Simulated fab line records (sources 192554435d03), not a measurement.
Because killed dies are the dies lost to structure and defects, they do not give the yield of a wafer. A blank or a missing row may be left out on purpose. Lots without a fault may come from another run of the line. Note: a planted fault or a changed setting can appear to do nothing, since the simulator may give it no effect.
Lot-split experiment :: flow n5Finfet :: 39 wafers read across 7 lots, on a route 1938 steps long

## SPLIT DETAILS
At N5_FIN_CUT_CUT_ETCH_26 (etches SiNx in CH3F/O2, target depth 39 nm, time 55.7 s), the setting timeS was moved away from the recipe's 55.7 s on 12 of the 39 wafers read, by -56.9% to +55.9%. All remaining wafers had this setting at the recipe value.

The split's own step is where the reading is taken.

## THE READING
SOC_of_FIN_CUT_COAT_18.thkNm (the simulator's own value, which no gauge read), in nm, at N5_FIN_CUT_CUT_ETCH_26 (etches SiNx in CH3F/O2, target depth 39 nm, time 55.7 s). There is no usual value for it anywhere in the file. Here, 27 wafers ran the recipe; their average is 211.8 nm with a standard deviation of 0.79 nm.

wafer: L074.1
tool, chamber at the split: rieDiel-06, 3
timeS as run, s: 86.84
against the recipe: +55.9%
SOC_of_FIN_CUT_COAT_18.thkNm, nm: 202
against lot-mates on the recipe: -10.6

wafer: L074.2
tool, chamber at the split: rieDiel-06, 0
timeS as run, s: 86.84
against the recipe: +55.9%
SOC_of_FIN_CUT_COAT_18.thkNm, nm: 202
against lot-mates on the recipe: -10.6

wafer: L074.3
tool, chamber at the split: rieDiel-06, 1
timeS as run, s: 86.84
against the recipe: +55.9%
SOC_of_FIN_CUT_COAT_18.thkNm, nm: 203
against lot-mates on the recipe: -9.6

wafer: L074.4
tool, chamber at the split: rieDiel-06, 2
timeS as run, s: 55.7
against the recipe: recipe
SOC_of_FIN_CUT_COAT_18.thkNm, nm: 213.4
against lot-mates on the recipe: -

wafer: L074.5
tool, chamber at the split: rieDiel-06, 0
timeS as run, s: 55.7
against the recipe: recipe
SOC_of_FIN_CUT_COAT_18.thkNm, nm: 211.8
against lot-mates on the recipe: -

wafer: L074.6
tool, chamber at the split: rieDiel-06, 1
timeS as run, s: 55.7
against the recipe: recipe
SOC_of_FIN_CUT_COAT_18.thkNm, nm: 212.6
against lot-mates on the recipe: -

wafer: L075.1
tool, chamber at the split: rieDiel-04, 0
timeS as run, s: 55.7
against the recipe: recipe
SOC_of_FIN_CUT_COAT_18.thkNm, nm: 212.8
against lot-mates on the recipe: -

wafer: L075.4
tool, chamber at the split: rieDiel-04, 2
timeS as run, s: 55.7
against the recipe: recipe
SOC_of_FIN_CUT_COAT_18.thkNm, nm: 211.8
against lot-mates on the recipe: -

wafer: L075.5
tool, chamber at the split: rieDiel-04, 2
timeS as run, s: 55.7
against the recipe: recipe
SOC_of_FIN_CUT_COAT_18.thkNm, nm: 212
against lot-mates on the recipe: -

wafer: L080.1
tool, chamber at the split: rieDiel-02, 1
timeS as run, s: 74.57
against the recipe: +33.9%
SOC_of_FIN_CUT_COAT_18.thkNm, nm: 206
against lot-mates on the recipe: -5.7

wafer: L080.2
tool, chamber at the split: rieDiel-02, 0
timeS as run, s: 55.7
against the recipe: recipe
SOC_of_FIN_CUT_COAT_18.thkNm, nm: 211.8
against lot-mates on the recipe: -

wafer: L080.3
tool, chamber at the split: rieDiel-02, 2
timeS as run, s: 74.57
against the recipe: +33.9%
SOC_of_FIN_CUT_COAT_18.thkNm, nm: 206.8
against lot-mates on the recipe: -4.9

wafer: L080.4
tool, chamber at the split: rieDiel-02, 3
timeS as run, s: 55.7
against the recipe: recipe
SOC_of_FIN_CUT_COAT_18.thkNm, nm: 211.6
against lot-mates on the recipe: -

wafer: L080.5
tool, chamber at the split: rieDiel-02, 3
timeS as run, s: 55.7
against the recipe: recipe
SOC_of_FIN_CUT_COAT_18.thkNm, nm: 211.6
against lot-mates on the recipe: -

wafer: L080.6
tool, chamber at the split: rieDiel-02, 2
timeS as run, s: 74.57
against the recipe: +33.9%
SOC_of_FIN_CUT_COAT_18.thkNm, nm: 206.2
against lot-mates on the recipe: -5.5

wafer: L084.1
tool, chamber at the split: rieDiel-02, 0
timeS as run, s: 55.7
against the recipe: recipe
SOC_of_FIN_CUT_COAT_18.thkNm, nm: 211.6
against lot-mates on the recipe: -

wafer: L084.2
tool, chamber at the split: rieDiel-02, 1
timeS as run, s: 55.7
against the recipe: recipe
SOC_of_FIN_CUT_COAT_18.thkNm, nm: 211.8
against lot-mates on the recipe: -

wafer: L084.3
tool, chamber at the split: rieDiel-02, 2
timeS as run, s: 55.7
against the recipe: recipe
SOC_of_FIN_CUT_COAT_18.thkNm, nm: 213.2
against lot-mates on the recipe: -

wafer: L084.4
tool, chamber at the split: rieDiel-02, 3
timeS as run, s: 55.7
against the recipe: recipe
SOC_of_FIN_CUT_COAT_18.thkNm, nm: 211.4
against lot-mates on the recipe: -

wafer: L084.5
tool, chamber at the split: rieDiel-02, 1
timeS as run, s: 55.7
against the recipe: recipe
SOC_of_FIN_CUT_COAT_18.thkNm, nm: 211.4
against lot-mates on the recipe: -

wafer: L084.6
tool, chamber at the split: rieDiel-02, 2
timeS as run, s: 55.7
against the recipe: recipe
SOC_of_FIN_CUT_COAT_18.thkNm, nm: 212.6
against lot-mates on the recipe: -

wafer: L087.1
tool, chamber at the split: rieDiel-04, 1
timeS as run, s: 55.7
against the recipe: recipe
SOC_of_FIN_CUT_COAT_18.thkNm, nm: 212.2
against lot-mates on the recipe: -

wafer: L087.2
tool, chamber at the split: rieDiel-04, 0
timeS as run, s: 55.7
against the recipe: recipe
SOC_of_FIN_CUT_COAT_18.thkNm, nm: 211.6
against lot-mates on the recipe: -

wafer: L087.3
tool, chamber at the split: rieDiel-04, 3
timeS as run, s: 55.7
against the recipe: recipe
SOC_of_FIN_CUT_COAT_18.thkNm, nm: 211
against lot-mates on the recipe: -

wafer: L087.4
tool, chamber at the split: rieDiel-04, 1
timeS as run, s: 55.7
against the recipe: recipe
SOC_of_FIN_CUT_COAT_18.thkNm, nm: 211
against lot-mates on the recipe: -

wafer: L087.5
tool, chamber at the split: rieDiel-04, 0
timeS as run, s: 55.7
against the recipe: recipe
SOC_of_FIN_CUT_COAT_18.thkNm, nm: 211.2
against lot-mates on the recipe: -

wafer: L087.6
tool, chamber at the split: rieDiel-04, 3
timeS as run, s: 55.7
against the recipe: recipe
SOC_of_FIN_CUT_COAT_18.thkNm, nm: 210.6
against lot-mates on the recipe: -

wafer: L088.1
tool, chamber at the split: rieDiel-04, 3
timeS as run, s: 29.33
against the recipe: -47.3%
SOC_of_FIN_CUT_COAT_18.thkNm, nm: 221.2
against lot-mates on the recipe: +8.5

wafer: L088.2
tool, chamber at the split: rieDiel-04, 1
timeS as run, s: 55.7
against the recipe: recipe
SOC_of_FIN_CUT_COAT_18.thkNm, nm: 212.4
against lot-mates on the recipe: -

wafer: L088.3
tool, chamber at the split: rieDiel-04, 0
timeS as run, s: 55.7
against the recipe: recipe
SOC_of_FIN_CUT_COAT_18.thkNm, nm: 212.4
against lot-mates on the recipe: -

wafer: L088.4
tool, chamber at the split: rieDiel-04, 2
timeS as run, s: 55.7
against the recipe: recipe
SOC_of_FIN_CUT_COAT_18.thkNm, nm: 213.2
against lot-mates on the recipe: -

wafer: L088.5
tool, chamber at the split: rieDiel-04, 1
timeS as run, s: 29.33
against the recipe: -47.3%
SOC_of_FIN_CUT_COAT_18.thkNm, nm: 221.4
against lot-mates on the recipe: +8.7

wafer: L088.6
tool, chamber at the split: rieDiel-04, 0
timeS as run, s: 29.33
against the recipe: -47.3%
SOC_of_FIN_CUT_COAT_18.thkNm, nm: 221.2
against lot-mates on the recipe: +8.5

wafer: L091.1
tool, chamber at the split: rieDiel-02, 2
timeS as run, s: 24.02
against the recipe: -56.9%
SOC_of_FIN_CUT_COAT_18.thkNm, nm: 222
against lot-mates on the recipe: +11.2

wafer: L091.2
tool, chamber at the split: rieDiel-02, 3
timeS as run, s: 24.02
against the recipe: -56.9%
SOC_of_FIN_CUT_COAT_18.thkNm, nm: 221.6
against lot-mates on the recipe: +10.8

wafer: L091.3
tool, chamber at the split: rieDiel-02, 1
timeS as run, s: 55.7
against the recipe: recipe
SOC_of_FIN_CUT_COAT_18.thkNm, nm: 210.6
against lot-mates on the recipe: -

wafer: L091.4
tool, chamber at the split: rieDiel-02, 0
timeS as run, s: 24.02
against the recipe: -56.9%
SOC_of_FIN_CUT_COAT_18.thkNm, nm: 222
against lot-mates on the recipe: +11.2

wafer: L091.5
tool, chamber at the split: rieDiel-02, 3
timeS as run, s: 55.7
against the recipe: recipe
SOC_of_FIN_CUT_COAT_18.thkNm, nm: 210.4
against lot-mates on the recipe: -

wafer: L091.6
tool, chamber at the split: rieDiel-02, 2
timeS as run, s: 55.7
against the recipe: recipe
SOC_of_FIN_CUT_COAT_18.thkNm, nm: 211.4
against lot-mates on the recipe: -

THE FIT
A straight line over all 39 wafers: SOC_of_FIN_CUT_COAT_18.thkNm changes by -0.178 nm for each +1% of timeS; r = -0.99; the points scatter about the line by 0.76 nm.
The same after taking each lot's own level away (the mean of its wafers on the recipe; 39 wafers): -0.184 nm for each +1%; r = -0.99; scatter 0.55 nm.
The reading moves by 10 nm for the largest change in timeS, on that fit.
The lots' own levels span 210.80 to 212.67 nm, that is 2.4 times the standard deviation above.
Hence the lot-to-lot level has little effect on the slope; both slopes agree.
Check: with one of the wafers moved furthest among these (-56.9%) left out of the fit, the line predicts +10.5 nm for it against its lot-mates. It came out at +11.2 nm against them.

## FURTHER SPLITS ON THESE WAFERS
Before the reading, these wafers also passed through other splits. Each is held against what the fit with the lots' levels taken away leaves over:
other split on the same wafers: N5_ZERO_LAYER_DEVELOP_10 developTimeS
wafers away from the commonest value: 15
r with SOC_of_FIN_CUT_COAT_18.thkNm (lot level and that fit taken away): -0.15

## THE WHOLE CHAIN: every reading that the file lists as answering this split, in the file's order
step: N5_FIN_CUT_CUT_ETCH_26
what it does: etches SiNx in CH3F/O2, target depth 39 nm, time 55.7 s
reading: etch.depthNm (the simulator's own value, which no gauge read)
change (the file's fit): +0.385 nm for each +1% of the setting
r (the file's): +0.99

step: N5_FIN_CUT_CUT_ETCH_26
what it does: etches SiNx in CH3F/O2, target depth 39 nm, time 55.7 s
reading: SOC_of_FIN_CUT_COAT_18.thkNm (the simulator's own value, which no gauge read)
change (the file's fit): -0.184 nm for each +1% of the setting
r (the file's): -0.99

## THE FILE'S OWN FIT
SOC_of_FIN_CUT_COAT_18.thkNm changes by -0.184 nm for each +1% of timeS, r = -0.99.
